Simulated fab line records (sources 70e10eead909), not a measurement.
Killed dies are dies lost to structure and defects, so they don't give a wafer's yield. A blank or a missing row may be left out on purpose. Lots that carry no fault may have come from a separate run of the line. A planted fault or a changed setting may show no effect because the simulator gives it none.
A lot that was struck, set against a sound lot + flow nand_harc + 15 steps out of a route of 1302
Sound: wafers L457.2, L457.3, L457.6. Struck: wafers L466.1, L466.2, L466.6. At the end, the cause is stated.
Per side, at each step with rows, come the tool, then ch with its chambers, and then its first start. Under that, the readings that differ: sound wafers + struck wafers + difference of the means + sigmas: that difference in standard deviations of wafers without a fault.
alike: same words and numbers on both sides, and readings whose means sit less than 2 such deviations apart. not compared: any withheld reading, any reading some wafer has no value for, any bound like >300 that may hide the same value, and any number with overlapping values for which the record gives no deviation.
The two part at a step that has a row with sigmas, a row that says differs or no value, or rows on one side only. Numbers that have no deviation but don't overlap get no sigmas and don't part them. Lack of a reading on every wafer of one side parts them only where that side has two or more wafers.

first, 5 steps without rows for these wafers: NHARC_A_CONTACT_SOFTBAKE_03 (time 55 s); NHARC_A_CONTACT_EBR_04; NHARC_A_CONTACT_EXPOSE_05 (exposes mask A CC); NHARC_A_CONTACT_PEB_06 (peb time 65 s); NHARC_A_CONTACT_DEVELOP_07 (develop time 35 s).
NHARC_A_CONTACT_CD_MEAS_08: the cd target is 200 nm.
  sound on cd_sem-01 ch 0, day 23 19:58; struck on cd_sem-02 ch 0, day 27 05:18
  alike: cd_nm
NHARC_A_CONTACT_OVL_MEAS_09:
  struck on overlay-01, day 27 05:23; sound on overlay-02, day 23 20:03
  alike: overlay_x_nm, overlay_y_nm
NHARC_A_CONTACT_INSPECT_10:
  struck on defect_inspect-02, day 27 05:25; sound on defect_inspect-01, day 23 20:05
  alike: raw_defect_count
NHARC_A_CONTACT_DESCUM_13: chemistry O2, time 3 s.
  sound on rie_diel-11 ch 1,2,3, day 23 20:09; struck on rie_diel-06 ch 0,2, day 27 05:29
| reading               | sound             | struck            | difference | sigmas |
|-----------------------|-------------------|-------------------|------------|--------|
| oes_product_au (a.u.) | 1.015 1.009 1.008 | 0.983 0.986 0.987 | -0.025     | -2     |
  alike: chamber_pressure_mTorr, drypump_motor_current_A, rf_vpp_V, showerhead_plenum_p_Torr, throttle_valve_pct
  not compared: rf_hours_counter_h
NHARC_A_CONTACT_ETCH_88: etches the open film in CF4, target depth 39 nm, time 65 s.
  sound on rie_diel-11 ch 0,3, day 23 20:14; struck on rie_diel-06 ch 0,2, day 27 05:37
  alike: cf4_flow_sccm, chamber_pressure_mTorr, drypump_motor_current_A, oes_product_au, rf_vpp_V, run_length_s, showerhead_plenum_p_Torr, throttle_valve_pct
  not compared: rf_hours_counter_h
NHARC_A_CONTACT_ETCH_89: etches the open film in N2/H2, target depth 260 nm, time 475.3 s.
  sound: rie_diel-11 ch 1,2; struck: rie_diel-06 ch 0,2
  alike: chamber_pressure_mTorr, drypump_motor_current_A, oes_product_au, rf_vpp_V, run_length_s, showerhead_plenum_p_Torr, throttle_valve_pct
  not compared: rf_hours_counter_h
NHARC_A_CONTACT_ETCH_30: etches the open film in CF4/CHF3, target depth 72.6 nm, time 36.3 s.
  sound: rie_diel-11 ch 0,3; struck: rie_diel-06 ch 0,3
| reading               | sound                | struck             | difference | sigmas |
|-----------------------|----------------------|--------------------|------------|--------|
| cf4_flow_sccm (sccm)  | 100.61 100.68 100.11 | 100.26 99.35 99.64 | -0.72      | -3     |
| oes_product_au (a.u.) | 0.989 0.974 0.983    | 0.922 0.905 0.923  | -0.065     | -3     |
  alike: chamber_pressure_mTorr, drypump_motor_current_A, rf_vpp_V, run_length_s, showerhead_plenum_p_Torr, throttle_valve_pct
  not compared: rf_hours_counter_h
NHARC_A_CONTACT_ETCH_31: etches the open film in O2/COS, target depth 2800 nm, time 728 s.
  sound on rie_diel-11 ch 0,2,3, day 23 20:50; struck on rie_diel-06 ch 0,2,3, day 27 06:08
| reading          | sound             | struck            | difference | sigmas      |
|------------------|-------------------|-------------------|------------|-------------|
| run_length_s (s) | 749.7 749.7 749.1 | 544.7 545.1 545.7 | -204.3     | -99 or more |
  alike: chamber_pressure_mTorr, drypump_motor_current_A, oes_product_au, rf_vpp_V, showerhead_plenum_p_Torr, throttle_valve_pct
  not compared: rf_hours_counter_h
NHARC_A_CONTACT_ETCH_134: etches the open film in C4F8/O2/Ar, time 140 s, target depth 700 nm.
  sound on har_cap_etch-02 ch 0,1, day 23 21:16; struck on har_cap_etch-01 ch 0,1, day 27 06:47
  alike: chamber_pressure_mTorr, oes_air_line_au, run_length_s
  not compared: rf_hours_counter_h
-- record jumps: 2 days between struck wafers' starts before vs after; left off in module A_CONTACT, resumes in module END, first step shown is number 1302 of the route --
NHARC_END_SORT_01:
  here the record holds rows for the struck wafers (prober-02 ch 0, day 29 15:32) but none for the sound ones

== WHERE THEY PART ==
At NHARC_A_CONTACT_DESCUM_13 first; at NHARC_END_SORT_01 last (within this record only).

WHY: the cause the simulator had injected
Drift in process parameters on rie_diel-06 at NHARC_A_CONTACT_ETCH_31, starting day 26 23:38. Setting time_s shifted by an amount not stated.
